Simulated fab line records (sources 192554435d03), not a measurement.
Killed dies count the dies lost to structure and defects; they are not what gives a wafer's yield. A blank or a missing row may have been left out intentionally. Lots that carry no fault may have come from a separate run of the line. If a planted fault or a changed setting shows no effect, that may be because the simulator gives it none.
fab line records	flow n5-finfet
record: lots: 9	wafers: 27	last-day: 17
route steps=1938 shown PMOS_HMC_CHANNEL_EPI@71 BEOL_M4@1111 PASSIVATION@1936
lots with no fault: from the same line, run without faults
start-h: start of the lot's first displayed wafer, in hours after the record's first day	wait-h: hours since the lot's step before	" unchanged from the row above	L1.1+2: one row covering several wafers at once	- no value, or no start given	* or withheld: withheld	< > ~ a bound
route shown NAME@n: a module of which the file shows steps, and the number in the route of the first	usual: mean and standard deviation over wafers with no fault	same: alike in all rows	chamber/n: place in a boat	sites: each site's reading	_std_site: standard deviation across them	_edge_site: outer sites' mean less inner sites'	radius-mm: how far each site lies from the wafer's centre	mask NAME#n: copy n	behind: the most recent tool/chamber to have shaped the wafer	hold: cause of the lot's hold/its duration in hours/its outcome	device: whichever transistor did not switch (one of n, p or np)	end of line: at the end of the route, the tests of the same wafers	step lacking rows: just its recipe	killed: dies that structure and defects cost at the first sort, which is not the same as the wafer's yield	map: a wafer's dies, x killed, . not, _ none there
set.NAME: setting as actually run; set.NAME@STEP: the setting as run at that earlier step	model.NAME: the simulator's own value behind a step, which no gauge read
steps of the route over a sample of lots; a table a step, a row a wafer
services: the hour from which a tool's chamber was out of use, counted from the record's first day as start-h (under 0 if before that day), plus the number of hours and why
== steps ==
step: N5_PMOS_HMC_CHANNEL_EPI_STRIP_33
recipe: chemistry: N2/H2	power-w: 500	temp-c: 40	pressure-mtorr: 50	rf-frequency-hz: 6e+07	overash-fraction: 0.3	bias-power-w: 8	h2-frac: 0.5	n2-flow-sccm: 300	h2-flow-sccm: 300
usual: drypump-motor-current-A: 5.9/0.34	oes-product-au: 0.78/0.068	rf-vpp-V: 54.2/1.6	showerhead-plenum-p-Torr: 3.41/0.11	throttle-valve-pct: 18.9/0.38
lot.wafer	tool	chamber	start-h	wait-h	drypump-motor-current-A	oes-product-au	rf-hours-counter-h	rf-vpp-V	showerhead-plenum-p-Torr	throttle-valve-pct
L565.1	rie-diel-02	3	41.73	0.0	5.6	0.71	198	51.3	3.47	19.1
L565.5	"	3	"	"	5.5	0.71	-	55.8	3.47	19.1
L565.6	"	2	"	"	5.9	0.90	-	52.4	3.28	18.7
L566.2	rie-diel-06	3	47.67	0.0	6.4	0.75	164	55.6	3.45	18.3
L566.3	"	1	"	"	6.0	0.77	109	50.2	3.51	19.0
L566.5	"	1	"	"	6.0	0.76	-	54.4	3.50	19.0
L570.3	rie-diel-06	3	72.14	0.0	6.5	0.75	171	54.5	3.45	18.3
L570.4	"	3	"	"	6.5	0.74	-	54.6	3.45	18.3
L570.6	"	2	"	"	5.9	0.82	-	54.8	3.56	19.1
L573.1	rie-diel-02	2	89.72	0.0	5.9	0.86	44	53.2	3.27	18.7
L573.4	"	2	"	"	5.9	0.89	-	51.0	3.27	18.7
L573.5	"	0	"	"	5.7	0.73	-	55.1	3.19	18.3
L578.4	rie-diel-01	3	119.88	0.0	6.2	0.85	40	53.8	3.57	19.4
L578.5	"	1	"	"	6.0	0.69	-	55.3	3.33	19.7
L578.6	"	0	"	"	5.1	0.93	-	51.8	3.29	18.6
L579.1	rie-diel-02	2	125.81	0.0	5.9	0.85	57	53.5	3.26	18.7
L579.2	"	3	"	"	5.6	0.70	227	54.7	3.46	19.2
L579.4	"	3	"	"	5.5	0.68	-	53.2	3.46	19.2
L581.4	rie-diel-06	0	137.48	0.0	5.6	0.77	162	55.1	3.35	19.1
L581.5	"	3	"	"	6.4	0.74	-	53.3	3.44	18.4
L581.6	"	0	"	"	5.6	0.76	-	55.1	3.35	19.1
L582.1	rie-diel-02	2	143.41	0.0	6.0	0.83	63	54.5	3.26	18.7
L582.3	"	1	"	"	6.3	0.95	9	55.6	3.29	18.4
L582.6	"	2	"	"	6.0	0.85	-	54.5	3.26	18.7
L583.1	rie-diel-01	2	149.92	0.0	5.6	0.74	181	53.9	3.50	19.2
L583.5	"	3	"	"	6.2	0.83	-	51.7	3.56	19.5
L583.6	"	2	"	"	5.7	0.75	-	55.3	3.50	19.2
step: N5_PMOS_HMC_CHANNEL_EPI_EPI_20
recipe: material: SiGe30	mask-material: SiO2	pressure-torr: 20	target-thk-a: 590	temp-c: 600
usual: chamber-pressure-Torr: 20.00/0.043	lamp-inner-pct: 12.7/1
lot.wafer	tool	chamber	start-h	wait-h	chamber-pressure-Torr	lamp-inner-pct
L565.1	epi-rpcvd-04	0	42.25	0.0	20.01	11.5
L565.5	"	0	"	"	20.00	11.7
L565.6	"	0	"	"	19.99	11.4
L566.2	epi-rpcvd-04	0	48.38	0.2	19.97	11.6
L566.3	"	0	"	"	19.96	11.5
L566.5	"	0	"	"	20.06	11.5
L570.3	epi-rpcvd-04	0	73.03	0.4	20.00	11.6
L570.4	"	0	"	"	20.01	11.6
L570.6	"	0	"	"	20.01	11.4
L573.1	epi-rpcvd-04	0	90.22	0.0	19.99	11.5
L573.4	"	0	"	"	20.05	11.5
L573.5	"	0	"	"	19.99	11.6
L578.4	epi-rpcvd-04	0	120.98	0.6	12.96	11.5
L578.5	"	0	"	"	12.97	11.7
L578.6	"	0	"	"	13.01	11.5
L579.1	epi-rpcvd-04	0	126.31	0.0	13.03	11.5
L579.2	"	0	"	"	12.99	11.6
L579.4	"	0	"	"	13.01	11.4
L581.4	epi-rpcvd-01	0	138.58	0.6	20.01	13.6
L581.5	"	0	"	"	19.96	13.5
L581.6	"	0	"	"	20.01	13.6
L582.1	epi-rpcvd-01	0	143.90	0.0	20.03	13.7
L582.3	"	0	"	"	20.01	13.6
L582.6	"	0	"	"	20.07	13.7
L583.1	epi-rpcvd-01	0	150.41	0.0	20.11	13.6
L583.5	"	0	"	"	20.08	13.7
L583.6	"	0	"	"	20.00	13.7
step: N5_PMOS_HMC_CHANNEL_EPI_THK_MEAS_22
recipe: reads: SiGe30_of_PMOS_HMC_CHANNEL_EPI_EPI_20
usual: HMC_CMP_THK: 53.8/0.77
lot.wafer	tool	chamber	start-h	wait-h	HMC_CMP_THK[nm]
L565.1	film-metro-01	-	43.89	-	54.0
L565.5	"	-	"	"	54.0
L565.6	"	-	"	"	52.5
L566.2	film-metro-01	-	49.80	-	53.9
L566.3	"	-	"	"	55.3
L566.5	"	-	"	"	54.2
L570.3	film-metro-01	-	74.27	-	53.9
L570.4	"	-	"	"	53.2
L570.6	"	-	"	"	53.6
L573.1	film-metro-02	-	91.86	-	54.0
L573.4	"	-	"	"	54.0
L573.5	"	-	"	"	53.6
L578.4	film-metro-02	-	122.01	-	48.8
L578.5	"	-	"	"	49.3
L578.6	"	-	"	"	49.3
L579.1	film-metro-01	-	127.94	-	49.1
L579.2	"	-	"	"	49.8
L579.4	"	-	"	"	49.2
L581.4	film-metro-01	-	139.63	-	53.5
L581.5	"	-	"	"	53.0
L581.6	"	-	"	"	54.2
L582.1	film-metro-02	-	145.54	-	53.7
L582.3	"	-	"	"	53.6
L582.6	"	-	"	"	54.4
L583.1	film-metro-02	-	152.05	-	52.9
L583.5	"	-	"	"	54.1
L583.6	"	-	"	"	52.6
step: N5_PMOS_HMC_CHANNEL_EPI_EPI_26
recipe: material: Si	target-thk-a: 38	temp-c: 650	precursor: SiH4/H2	pressure-torr: 20	time-s: 22.7
usual: chamber-pressure-Torr: 19.99/0.041	lamp-inner-pct: 15.1/1.2	throttle-valve-pct: 11.12/0.26
lot.wafer	tool	chamber	start-h	wait-h	chamber-pressure-Torr	lamp-inner-pct	throttle-valve-pct
L565.1	epi-rpcvd-03	0	44.01	0.0	19.94	16.1	11.27
L565.5	"	0	"	"	20.05	16.2	11.46
L565.6	"	0	"	"	20.01	16.1	11.33
L566.2	epi-rpcvd-03	0	49.96	0.1	19.97	16.3	11.25
L566.3	"	0	"	"	19.95	16.1	11.13
L566.5	"	0	"	"	19.95	16.0	11.42
L570.3	epi-rpcvd-03	0	74.48	0.1	19.99	16.1	11.40
L570.4	"	0	"	"	20.04	15.9	11.25
L570.6	"	0	"	"	19.98	16.0	10.93
L573.1	epi-rpcvd-03	0	91.97	0.0	20.00	16.1	11.50
L573.4	"	0	"	"	19.99	16.1	11.26
L573.5	"	0	"	"	20.02	16.0	10.97
L578.4	epi-rpcvd-01	0	122.27	0.2	20.06	16.4	10.68
L578.5	"	0	"	"	20.01	16.1	11.13
L578.6	"	0	"	"	19.94	16.2	10.89
L579.1	epi-rpcvd-03	0	128.05	0.0	20.02	16.1	11.33
L579.2	"	0	"	"	19.91	16.0	11.10
L579.4	"	0	"	"	19.96	16.0	11.52
L581.4	epi-rpcvd-04	0	139.89	0.2	20.00	13.5	11.27
L581.5	"	0	"	"	19.98	13.8	11.38
L581.6	"	0	"	"	20.00	13.8	11.28
L582.1	epi-rpcvd-04	0	145.65	0.0	20.01	13.9	10.73
L582.3	"	0	"	"	19.98	13.8	10.90
L582.6	"	0	"	"	20.03	13.7	11.03
L583.1	epi-rpcvd-03	0	152.16	0.0	20.02	16.3	11.59
L583.5	"	0	"	"	20.00	15.9	11.40
L583.6	"	0	"	"	19.98	15.8	11.22
step: N5_PMOS_HMC_CHANNEL_EPI_INSPECT_30
recipe: inspect-instrument: darkfield	mode: post-epi
usual: raw-defect-count: 21/6.7
lot.wafer	tool	chamber	start-h	wait-h	raw-defect-count
L565.1	defect-inspect-02	-	44.38	0.0	25
L565.5	"	-	"	"	15
L565.6	"	-	"	"	16
L566.2	defect-inspect-02	-	50.34	0.0	18
L566.3	"	-	"	"	19
L566.5	"	-	"	"	15
L570.3	defect-inspect-01	-	74.75	0.0	25
L570.4	"	-	"	"	25
L570.6	"	-	"	"	10
L573.1	defect-inspect-02	-	92.34	0.0	29
L573.4	"	-	"	"	19
L573.5	"	-	"	"	21
L578.4	defect-inspect-02	-	122.49	0.0	17
L578.5	"	-	"	"	21
L578.6	"	-	"	"	23
L579.1	defect-inspect-02	-	128.42	0.0	15
L579.2	"	-	"	"	20
L579.4	"	-	"	"	26
L581.4	defect-inspect-01	-	140.11	0.0	12
L581.5	"	-	"	"	15
L581.6	"	-	"	"	13
L582.1	defect-inspect-01	-	146.02	0.0	19
L582.3	"	-	"	"	24
L582.6	"	-	"	"	21
L583.1	defect-inspect-01	-	152.53	0.0	20
L583.5	"	-	"	"	27
L583.6	"	-	"	"	23
step: N5_BEOL_M4_RC_MEAS_101
usual: DIBL_N: 36.3/1.7	DIBL_P: 36.3/2.2	IOFF_N: 0.16/0.034	IOFF_P: 0.21/0.038	ION_N: 673/13	ION_P: 461/8.3	SS_N: 71.5/0.55	SS_P: 73.3/0.67	VT_N: 250/3.4	VT_P: -251/3.5	VT_P_LONG: -275/3.2	VT_P_LVT: -99.0/2.8
lot.wafer	tool	chamber	start-h	wait-h	DIBL_N[mV/V]	DIBL_P[mV/V]	IOFF_N[nA/um]	IOFF_P[nA/um]	ION_N[uA/um]	ION_P[uA/um]	SS_N[mV/dec]	SS_P[mV/dec]	VT_N[mV]	VT_P[mV]	VT_P_LONG[mV]	VT_P_LVT[mV]
L565.1	prober-01	0	193.51	0.0	37.5	39.8	0.24	0.25	685	460	72.3	73.0	243	-250	-275	-94.7
L565.5	"	0	"	"	35.6	37.9	0.21	0.21	682	458	71.8	72.4	245	-249	-276	-96.8
L565.6	"	0	"	"	39.1	42.1	0.29	0.29	690	464	73.6	74.3	239	-245	-277	-94.8
L566.2	prober-01	0	205.16	0.2	34.6	33.7	0.13	0.17	665	451	71.7	72.1	253	-254	-276	-100.1
L566.3	"	0	"	"	39.0	39.7	0.23	0.27	695	472	72.1	73.6	245	-248	-273	-94.3
L566.5	"	0	"	"	37.8	38.0	0.19	0.25	684	464	71.8	74.3	248	-248	-276	-94.7
L570.3	prober-01	0	213.62	0.3	39.5	39.5	0.22	0.33	698	484	72.3	74.4	248	-241	-269	-92.5
L570.4	"	0	"	"	35.5	35.5	0.15	0.23	680	472	71.4	73.7	248	-245	-269	-98.3
L570.6	"	0	"	"	36.1	35.8	0.15	0.22	677	468	72.1	73.2	253	-247	-269	-98.8
L573.1	prober-02	0	242.56	0.0	39.9	40.9	0.24	0.29	703	474	72.0	73.6	242	-246	-273	-95.1
L573.4	"	0	"	"	36.0	37.5	0.17	0.23	685	474	71.5	73.0	248	-247	-271	-97.0
L573.5	"	0	"	"	35.6	36.3	0.16	0.21	681	461	71.8	72.6	247	-250	-273	-98.1
L578.4	prober-02	0	268.68	0.5	37.7	38.3	0.17	0.14	680	407	71.8	73.7	248	-268	-295	-112.4
L578.5	"	0	"	"	36.5	36.4	0.15	0.13	668	403	71.5	74.1	253	-267	-293	-113.2
L578.6	"	0	"	"	36.4	36.8	0.14	0.13	674	404	70.8	73.3	250	-268	-292	-114.2
L579.1	prober-01	0	282.42	0.0	40.0	40.5	0.20	0.19	678	414	72.0	73.7	246	-261	-292	-106.3
L579.2	"	0	"	"	38.8	40.0	0.17	0.20	676	411	71.3	74.0	250	-261	-287	-108.1
L579.4	"	0	"	"	34.9	36.1	0.11	0.15	665	402	71.3	74.0	256	-268	-291	-110.9
L581.4	prober-02	0	287.43	0.5	39.4	39.6	0.22	0.27	699	475	71.7	73.7	244	-247	-273	-94.4
L581.5	"	0	"	"	35.8	34.8	0.13	0.18	669	462	71.5	72.2	255	-251	-274	-98.8
L581.6	"	0	"	"	37.2	37.5	0.18	0.23	688	471	71.2	74.1	248	-250	-273	-96.2
L582.1	prober-01	0	290.26	0.0	35.2	35.0	0.12	0.20	673	474	71.0	72.3	252	-250	-270	-96.9
L582.3	"	0	"	"	39.5	41.1	0.22	0.32	702	489	71.9	74.4	244	-243	-270	-91.3
L582.6	"	0	"	"	39.0	38.8	0.19	0.28	686	479	71.5	73.7	246	-244	-273	-93.4
L583.1	prober-02	0	293.52	0.0	36.2	34.5	0.15	0.20	660	455	72.0	73.7	249	-250	-273	-97.7
L583.5	"	0	"	"	34.7	33.2	0.13	0.17	667	455	70.9	73.3	250	-255	-273	-98.4
L583.6	"	0	"	"	35.2	33.5	0.14	0.18	661	450	71.3	73.4	251	-251	-274	-99.1
step: N5_PASSIVATION_PROBE_49
usual: defect-limited-yield: 91.4/1.6	killed_at_M0_to_M3: 34/10	killed_at_M4_up: 12/4.8	killed-at-contacts: 11/6.2	killed-at-front-end: 39/13	killed-at-other: 4/3.1	killed-dies: 101/19	killed-open: 67/14	killed-short: 32/8.3	sort_bin_5_function: 5.0/1	sort_bin_6_memory: 3.2/0.76	sort_bin_8_speed: 0.00/0.026	sort-n-pass: 1079/19
same: gross-dies: 1180	killed-at-back-side: 0	sort_bin_4_leakage[%]: 0
lot.wafer	tool	chamber	start-h	wait-h	defect-limited-yield[%]	killed_at_M0_to_M3	killed_at_M4_up	killed-at-contacts	killed-at-front-end	killed-at-other	killed-dies	killed-open	killed-short	sort_bin_5_function[%]	sort_bin_6_memory[%]	sort_bin_8_speed[%]	sort-n-pass
L565.1	prober-02	-	288.24	0.0	91.4	50	6	7	33	6	102	67	34	5.2	2.9	0	1078
L565.5	prober-02	-	288.44	0.2	89.0	29	9	15	72	5	130	87	42	6.6	4.2	0	1050
L565.6	prober-02	-	288.49	0.3	91.8	38	13	10	34	2	97	67	29	4.6	3.6	0	1083
L566.2	prober-01	-	297.36	0.1	90.2	51	10	10	43	2	116	80	34	5.6	4.1	0	1064
L566.3	prober-01	-	297.41	0.1	92.5	39	15	6	27	2	89	62	27	4.4	3.0	0	1091
L566.5	prober-01	-	297.51	0.2	92.4	40	12	6	28	4	90	51	35	5.1	2.1	0	1090
L570.3	prober-02	-	319.07	0.1	91.8	47	7	10	27	6	97	68	27	5.5	2.5	0	1083
L570.4	prober-02	-	319.12	0.2	91.9	46	14	2	23	10	95	64	26	5.1	2.6	0.17	1085
L570.6	prober-02	-	319.22	0.3	90.7	46	8	6	39	11	110	76	32	5.5	3.5	0	1070
L573.1	prober-02	-	344.42	0.0	93.9	22	11	2	35	2	72	48	22	3.3	2.3	0	1108
L573.4	prober-02	-	344.57	0.2	91.7	33	10	2	47	6	98	56	40	4.9	3.1	0	1082
L573.5	prober-02	-	344.62	0.2	91.4	21	21	6	51	3	102	55	34	4.9	2.9	0	1078
L578.4	prober-02	-	376.87	0.2	90.4	48	5	18	39	3	113	75	36	5.8	3.5	88.56	22
L578.5	prober-02	-	376.92	0.2	90.7	45	17	14	26	8	110	80	28	5.6	3.4	90.68	0
L578.6	prober-02	-	376.97	0.3	89.7	50	6	20	40	5	121	80	41	6.3	3.5	89.75	0
L579.1	prober-02	-	383.11	0.0	91.4	21	28	10	39	3	101	65	35	4.9	3.3	89.15	27
L579.2	prober-02	-	383.16	0.1	91.4	32	14	6	48	1	101	64	37	6.0	2.3	90.08	16
L579.4	prober-02	-	383.26	0.2	89.3	34	18	14	45	15	126	83	42	6.1	4.2	89.32	0
L581.4	prober-02	-	392.51	0.2	89.0	29	18	21	59	3	130	84	46	5.7	4.9	0	1050
L581.5	prober-02	-	392.56	0.2	93.5	17	14	7	38	1	77	52	23	4.1	2.4	0	1103
L581.6	prober-02	-	392.61	0.3	92.5	18	9	19	39	3	88	50	37	4.2	2.8	0	1092
L582.1	prober-01	-	398.43	0.0	93.2	30	7	8	32	3	80	56	19	4.1	2.1	0	1100
L582.3	prober-01	-	398.53	0.1	89.9	57	11	13	27	11	119	66	50	6.3	3.2	0	1061
L582.6	prober-01	-	398.68	0.3	93.4	27	11	10	29	1	78	55	23	3.4	2.9	0	1102
L583.1	prober-02	-	398.46	0.0	94.0	32	12	4	22	1	71	49	21	3.1	3.0	0	1109
L583.5	prober-02	-	398.66	0.2	93.1	26	13	16	26	1	82	46	35	4.4	2.5	0	1098
L583.6	prober-02	-	398.71	0.3	93.4	26	6	7	31	8	78	50	28	4.1	2.4	0	1102
killed by level:class
L565.1 BEOL_M0_SAQP:geometric-particle:short=13 BEOL_M2:geometric-particle:open=12 BEOL_M0_SAQP:geometric-particle:open=8 STI_FIN_REVEAL:geometric-particle:open=7 MOL_CONTACT_COAG:geometric-particle:open=7 BEOL_M1:geometric-particle:open=6 FIN_SAQP:geometric-particle:open=5 FIN_SAQP:geometric-particle:short=5
L565.5 FIN_SAQP:geometric-particle:open=27 MOL_CONTACT_COAG:geometric-particle:open=10 BEOL_M0_SAQP:geometric-particle:short=9 FIN_SAQP:geometric-particle:short=8 DUMMY_GATE:geometric-particle:open=7 STI_FIN_REVEAL:geometric-particle:open=6 GATE_CUT:geometric-particle:open=6 GATE_CUT:geometric-particle:short=5
L565.6 BEOL_M0_SAQP:geometric-particle:open=13 BEOL_M2:geometric-particle:open=10 STI_FIN_REVEAL:geometric-particle:open=9 BEOL_M0_SAQP:geometric-particle:short=8 MOL_CONTACT_COAG:geometric-particle:open=6 BEOL_M7:geometric-particle:open=5 FIN_SAQP:geometric-particle:short=4 FIN_SAQP:geometric-particle:open=4
L566.2 FIN_SAQP:geometric-particle:open=9 STI_FIN_REVEAL:geometric-particle:open=9 BEOL_M0_SAQP:geometric-particle:open=9 BEOL_M2:geometric-particle:open=9 MOL_CONTACT_COAG:geometric-particle:open=8 BEOL_M1:geometric-particle:open=8 BEOL_M3:geometric-particle:open=8 BEOL_M0_SAQP:geometric-particle:short=7
L566.3 BEOL_M3:geometric-particle:open=17 BEOL_M4:geometric-particle:open=8 FIN_SAQP:geometric-particle:short=7 BEOL_M2:geometric-particle:open=6 FIN_SAQP:geometric-particle:open=5 MOL_CONTACT_COAG:geometric-particle:open=5 BEOL_M0_SAQP:geometric-particle:open=5 BEOL_M1:geometric-particle:open=5
L566.5 BEOL_M3:geometric-particle:open=11 FIN_SAQP:geometric-particle:short=8 BEOL_M0_SAQP:geometric-particle:open=8 BEOL_M1:geometric-particle:open=6 BEOL_M3:geometric-particle:short=5 BEOL_M0_SAQP:geometric-particle:short=4 DUMMY_GATE:geometric-particle:open=3 GATE_CUT:geometric-particle:short=3
L570.3 BEOL_M3:geometric-particle:open=10 STI_FIN_REVEAL:geometric-particle:open=8 MOL_CONTACT_COAG:geometric-particle:open=7 BEOL_M0_SAQP:geometric-particle:short=7 BEOL_M0_SAQP:geometric-particle:open=7 BEOL_M1:geometric-particle:open=7 BEOL_M0:geometric-particle:open=6 BEOL_M2:geometric-particle:open=5
L570.4 BEOL_M0_SAQP:geometric-particle:open=10 BEOL_M5:geometric-particle:open=7 BEOL_M3:geometric-particle:open=6 BEOL_M0_SAQP:geometric-particle:short=6 BEOL_M0:geometric-particle:open=6 BEOL_M2:geometric-particle:open=6 FIN_SAQP:geometric-particle:open=4 BEOL_M1:geometric-particle:open=4
L570.6 BEOL_M3:geometric-particle:open=19 STI_FIN_REVEAL:geometric-particle:open=9 BEOL_M2:geometric-particle:open=7 MOL_CONTACT_COAG:geometric-particle:open=6 BEOL_M0_SAQP:geometric-particle:open=6 ILD0:geometric-particle:short=5 GATE_CUT:geometric-particle:short=4 BEOL_M0_SAQP:geometric-particle:short=4
L573.1 FIN_SAQP:geometric-particle:open=11 BEOL_M0_SAQP:geometric-particle:open=11 STI_FIN_REVEAL:geometric-particle:open=6 GATE_CUT:geometric-particle:short=5 BEOL_M0_SAQP:geometric-particle:short=5 FIN_SAQP:geometric-particle:short=4 BEOL_M4:geometric-particle:open=4 BEOL_M7:geometric-particle:open=4
L573.4 BEOL_M0_SAQP:geometric-particle:short=12 FIN_SAQP:geometric-particle:open=9 FIN_SAQP:geometric-particle:short=9 BEOL_M0_SAQP:geometric-particle:open=9 STI_FIN_REVEAL:geometric-particle:open=7 GATE_CUT:geometric-particle:short=7 BEOL_M2:geometric-particle:open=6 DUMMY_GATE:geometric-particle:open=4
L573.5 FIN_SAQP:geometric-particle:short=14 HKMG_FIN:area-etch=9 FIN_SAQP:geometric-particle:open=8 BEOL_M4:geometric-particle:open=7 STARTING-WAFER:geometric-particle:short=6 BEOL_M0:geometric-particle:open=6 BEOL_M7:geometric-particle:open=6 MOL_CONTACT_COAG:geometric-particle:open=5
L578.4 MOL_CONTACT_COAG:geometric-particle:open=12 BEOL_M2:geometric-particle:open=12 STI_FIN_REVEAL:geometric-particle:open=9 BEOL_M3:geometric-particle:open=9 BEOL_M1:geometric-particle:short=7 GATE_CUT:geometric-particle:open=6 BEOL_M0_SAQP:geometric-particle:open=6 FIN_SAQP:geometric-particle:open=5
L578.5 MOL_CONTACT_COAG:geometric-particle:open=14 BEOL_M3:geometric-particle:open=11 BEOL_M0_SAQP:geometric-particle:open=10 STI_FIN_REVEAL:geometric-particle:open=7 BEOL_M1:geometric-particle:short=6 BEOL_M1:geometric-particle:open=5 PASS1_CAP:geometric-particle:short=5 FIN_SAQP:geometric-particle:open=4
L578.6 MOL_CONTACT_COAG:geometric-particle:open=16 FIN_SAQP:geometric-particle:open=14 BEOL_M3:geometric-particle:open=13 BEOL_M0_SAQP:geometric-particle:open=11 BEOL_M0_SAQP:geometric-particle:short=8 FIN_SAQP:geometric-particle:short=6 BEOL_M2:geometric-particle:open=6 MOL_CONTACT_COAG:geometric-particle:short=4
L579.1 BEOL_M4:geometric-particle:open=11 STI_FIN_REVEAL:geometric-particle:open=7 MOL_CONTACT_COAG:geometric-particle:open=7 FIN_SAQP:geometric-particle:short=6 FIN_SAQP:geometric-particle:open=5 BEOL_M5:geometric-particle:open=5 BEOL_M0_SAQP:geometric-particle:open=5 BEOL_M0_SAQP:geometric-particle:short=5
L579.2 FIN_SAQP:geometric-particle:open=13 STI_FIN_REVEAL:geometric-particle:open=13 BEOL_M4:geometric-particle:open=8 BEOL_M3:geometric-particle:open=6 BEOL_M2:geometric-particle:short=6 MOL_CONTACT_COAG:geometric-particle:open=5 BEOL_M1:geometric-particle:open=5 STI_FIN_REVEAL:geometric-particle:short=4
L579.4 STI_FIN_REVEAL:geometric-particle:open=11 BEOL_M3:geometric-particle:open=10 MOL_CONTACT_COAG:geometric-particle:open=10 BEOL_M4:geometric-particle:open=10 BEOL_M1:geometric-particle:open=9 FIN_SAQP:geometric-particle:open=8 BEOL_M0_SAQP:geometric-particle:short=6 STARTING-WAFER:geometric-particle:short=6
L581.4 MOL_CONTACT_COAG:geometric-particle:open=18 STI_FIN_REVEAL:geometric-particle:open=15 FIN_SAQP:geometric-particle:short=14 FIN_SAQP:geometric-particle:open=9 BEOL_M4:geometric-particle:open=9 BEOL_M2:geometric-particle:open=8 BEOL_M0_SAQP:geometric-particle:short=7 DUMMY_GATE:geometric-particle:open=6
L581.5 FIN_SAQP:geometric-particle:short=8 BEOL_M4:geometric-particle:open=7 FIN_SAQP:geometric-particle:open=6 MOL_CONTACT_COAG:geometric-particle:open=6 STI_FIN_REVEAL:geometric-particle:open=5 DUMMY_GATE:geometric-particle:open=5 GATE_CUT:geometric-particle:short=4 BEOL_M0_SAQP:geometric-particle:open=4
L581.6 MOL_CONTACT_COAG:geometric-particle:open=17 FIN_SAQP:geometric-particle:short=9 BEOL_M0_SAQP:geometric-particle:short=7 GATE_CUT:geometric-particle:short=6 BEOL_M1:geometric-particle:open=6 FIN_SAQP:geometric-particle:open=5 STI_FIN_REVEAL:geometric-particle:open=5 DUMMY_GATE:geometric-particle:open=4
L582.1 BEOL_M3:geometric-particle:open=10 FIN_SAQP:geometric-particle:open=6 MOL_CONTACT_COAG:geometric-particle:open=6 BEOL_M2:geometric-particle:open=5 FIN_SAQP:geometric-particle:short=5 GATE_CUT:geometric-particle:open=5 BEOL_M1:geometric-particle:open=5 BEOL_M0_SAQP:geometric-particle:short=4
L583.1 BEOL_M2:geometric-particle:open=9 BEOL_M4:geometric-particle:open=7 BEOL_M1:geometric-particle:open=7 BEOL_M3:geometric-particle:open=7 STI_FIN_REVEAL:geometric-particle:open=4 FIN_SAQP:geometric-particle:short=3 MOL_CONTACT_COAG:geometric-particle:open=3 BEOL_M0_SAQP:geometric-particle:open=3
L582.3 BEOL_M0_SAQP:geometric-particle:open=19 BEOL_M0_SAQP:geometric-particle:short=14 MOL_CONTACT_COAG:geometric-particle:open=12 BEOL_M2:geometric-particle:open=8 FIN_SAQP:geometric-particle:short=6 BEOL_M3:geometric-particle:open=6 PASS1_CAP:geometric-particle:short=6 GATE_CUT:geometric-particle:short=5
L583.5 MOL_CONTACT_COAG:geometric-particle:open=9 MOL_CONTACT_COAG:geometric-particle:short=7 FIN_SAQP:geometric-particle:open=6 BEOL_M0_SAQP:geometric-particle:open=6 BEOL_M1:geometric-particle:short=5 BEOL_M4:geometric-particle:open=5 DUMMY_GATE:geometric-particle:short=4 BEOL_M0_SAQP:geometric-particle:short=4
L582.6 MOL_CONTACT_COAG:geometric-particle:open=9 BEOL_M2:geometric-particle:open=9 STI_FIN_REVEAL:geometric-particle:open=7 BEOL_M0_SAQP:geometric-particle:short=6 BEOL_M0_SAQP:geometric-particle:open=6 BEOL_M4:geometric-particle:open=4 FIN_SAQP:geometric-particle:open=3 DUMMY_GATE:geometric-particle:open=3
L583.6 FIN_SAQP:geometric-particle:open=7 MOL_CONTACT_COAG:geometric-particle:open=7 BEOL_M1:geometric-particle:open=7 BEOL_M0:geometric-particle:open=6 FIN_SAQP:geometric-particle:short=5 PASS1_CAP:geometric-particle:short=4 FIN_CUT:geometric-particle:open=3 BEOL_M0_SAQP:geometric-particle:open=3
== services ==
tool	chamber	start-h	hours	kind
rie-diel-01	3	36.05	13.4	repair
rie-diel-01	0	49.46	-	clean
rie-diel-01	0	49.46	-	consumable-replace:focus-ring
rie-diel-01	0	49.46	14.4	scheduled-down
rie-diel-01	0	49.46	14.4	vent-cycle
epi-rpcvd-04	-	55.54	2.3	repair
rie-diel-06	0	67.60	9.2	repair
rie-diel-02	1	74.99	10.1	repair
epi-rpcvd-03	-	84.43	2.6	repair
rie-diel-02	1	85.11	-	clean
rie-diel-02	1	85.11	-	consumable-replace:focus-ring
rie-diel-02	1	85.11	16.8	scheduled-down
rie-diel-02	1	85.11	16.8	vent-cycle
epi-rpcvd-04	-	105.93	1.6	repair
rie-diel-02	1	111.75	17.4	repair
rie-diel-01	3	135.36	4.7	repair
rie-diel-01	0	137.90	2.9	repair
== key ==
first-sign: step: N5_PMOS_HMC_CHANNEL_EPI_EPI_20	reading: chamber-pressure-Torr	direction: down	sigmas: 99+	usual: 20.00	struck: 13.00
effect: step: N5_PMOS_HMC_CHANNEL_EPI_THK_MEAS_22	reading: HMC_CMP_THK	direction: down	sigmas: 5.9	usual: 53.8	struck: 49.3
effect: step: N5_BEOL_M4_RC_MEAS_101	reading: ION_P	direction: down	sigmas: 6.5	usual: 461	struck: 407
effect: step: N5_BEOL_M4_RC_MEAS_101	reading: VT_P_LONG	direction: down	sigmas: 5.2	usual: -275	struck: -291
effect: step: N5_BEOL_M4_RC_MEAS_101	reading: VT_P_LVT	direction: down	sigmas: 4.2	usual: -99.0	struck: -110.8
effect: step: N5_BEOL_M4_RC_MEAS_101	reading: VT_P	direction: down	sigmas: 4.1	usual: -251	struck: -265
effect: step: N5_PASSIVATION_PROBE_49	reading: sort_bin_8_speed	direction: up	sigmas: 99+	usual: 0.00	struck: 89.59
met-at N5_PMOS_HMC_CHANNEL_EPI_EPI_20
struck-lots L578,L579
not-acting-at N5_PMOS_HMC_CHANNEL_EPI_STRIP_33,N5_PMOS_HMC_CHANNEL_EPI_EPI_26,N5_PMOS_HMC_CHANNEL_EPI_INSPECT_30
onset-between 90.22 120.98
fault: kind: process-parameter-drift	tool: epi-rpcvd-04	chamber: -	onset-h: 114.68	steps: N5_PMOS_HMC_CHANNEL_EPI_EPI_20	channel: pressure-torr	offset: -7.0008	shape: step	end-h: 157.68	acts-in: these-recipes-only	stated: 20
